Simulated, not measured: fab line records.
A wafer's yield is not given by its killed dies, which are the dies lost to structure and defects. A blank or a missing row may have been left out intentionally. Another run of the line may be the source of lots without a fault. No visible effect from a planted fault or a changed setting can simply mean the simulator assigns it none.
A lot that was struck, set against a sound lot / flow nand harc / 14 out of 1302 route steps
Sound: wafers L622.1, L622.2, L622.5. Struck: wafer L628.4 (left out: L628.5, L628.6 of the same lot, which were not struck); the cause appears at the end.
Each step with rows lists, per side, the tool, then ch with its chambers, then its first start. Under that, the readings that differ: sound wafers / struck wafers / difference of the means / sigmas: that difference in standard deviations of wafers without a fault.
alike: words and numbers the same on both sides, and readings whose means are apart by under 2 such deviations; not compared: readings that were withheld, readings missing a value for some wafer, numbers with overlapping values and no deviation given by the record, and bounds like >300 which may hide the same value.
Wherever a step has rows on one side only, a row that says differs or no value, or a row with sigmas, the two part there. Numbers that have no deviation but don't overlap get no sigmas and don't part them. Lack of a reading on every wafer of one side parts them only where that side has two or more wafers.

NHARC_A_STAIRCASE_DESCUM_291: chemistry O2, time 3 s.
  sound on rie diel-05 ch 0,3, day 21 02:41; struck on rie diel-05 ch 2, day 23 08:40
  alike: drypump motor current A, oes product au, rf vpp V, showerhead plenum p Torr, throttle valve pct
  not compared: rf hours counter h
NHARC_A_STAIRCASE_ETCH_292: etches the open film in CF4/CHF3.
  sound on rie diel-05 ch 1,2, day 21 02:46; struck on rie diel-05 ch 0, day 23 08:46
reading=oes product au (a.u.); sound=0.940 0.941 0.928; struck=0.981; difference=+0.045; sigmas=+2
  alike: bias w, drypump motor current A, rf vpp V, showerhead plenum p Torr, throttle valve pct
  not compared: rf hours counter h
NHARC_A_STAIRCASE_HM_OPEN_460: chemistry O2/COS.
  sound on rie diel-05 ch 0,3; struck on rie diel-05 ch 2
  alike: bias w, drypump motor current A, oes product au, rf vpp V, showerhead plenum p Torr, throttle valve pct
  not compared: rf hours counter h
then, 1 step without rows for these wafers: NHARC_A_STAIRCASE_STRIP_461 (strips in O2/COS).
NHARC_A_STAIRCASE_ETCH_452: etches the open film in CF4/O2, target depth 30 nm, overetch 3 nm, time 16.5 s.
  sound on rie diel-05 ch 1,3; struck on rie diel-05 ch 1
  alike: bias w, drypump motor current A, oes product au, rf vpp V, showerhead plenum p Torr, throttle valve pct
  not compared: rf hours counter h
NHARC_A_STAIRCASE_ETCH_294: etches the open film in C4F8/O2/Ar, target depth 4989 nm, time 1211.6 s.
  sound on rie diel-05 ch 0,2,3; struck on rie diel-05 ch 3
reading=bias w (W); sound=3005 2994 3003; struck=2983; difference=-18; sigmas=-2
reading=oes product au (a.u.); sound=0.928 0.948 0.922; struck=0.959; difference=+0.026; sigmas=+2
  alike: rf vpp V
  not compared: rf hours counter h
then, 5 steps without rows for these wafers: NHARC_A_STAIRCASE_STRIP_295 (strips in O2); NHARC_A_STAIRCASE_STRIP_296 (strips in SPM, time 900 s); NHARC_A_STAIRCASE_PRECLEAN_297 (cleans in SC1); NHARC_A_STAIRCASE_SRD_298; NHARC_A_STAIRCASE_HM_DEP_462 (deposits aC, target thk 800 nm).
NHARC_A_STAIRCASE_DEP_301: deposits SiON, target thk 30 nm.
  sound on pecvd-03 ch 1,2, day 21 06:49; struck on pecvd-03 ch 0, day 23 13:04
reading=rf fwd power W (W); sound=347.8 350.4 348.4; struck=209.1; difference=-139.8; sigmas=-99 or more
reading=showerhead vpp V (V); sound=1152 1168 1153; struck=867; difference=-291; sigmas=-9
  alike: heater power w
then, 1 step without rows for these wafers: NHARC_A_STAIRCASE_DEHYDRATE_302 (time 120 s).
NHARC_END_SORT_01:
  the record has rows for the sound wafers here (prober-01 ch 0, day 28 12:26) and none for the struck ones

WHERE THEY PART
Last at NHARC_END_SORT_01 as far as this record goes, first at NHARC_A_STAIRCASE_ETCH_292.

WHY: what had been put in by the simulator
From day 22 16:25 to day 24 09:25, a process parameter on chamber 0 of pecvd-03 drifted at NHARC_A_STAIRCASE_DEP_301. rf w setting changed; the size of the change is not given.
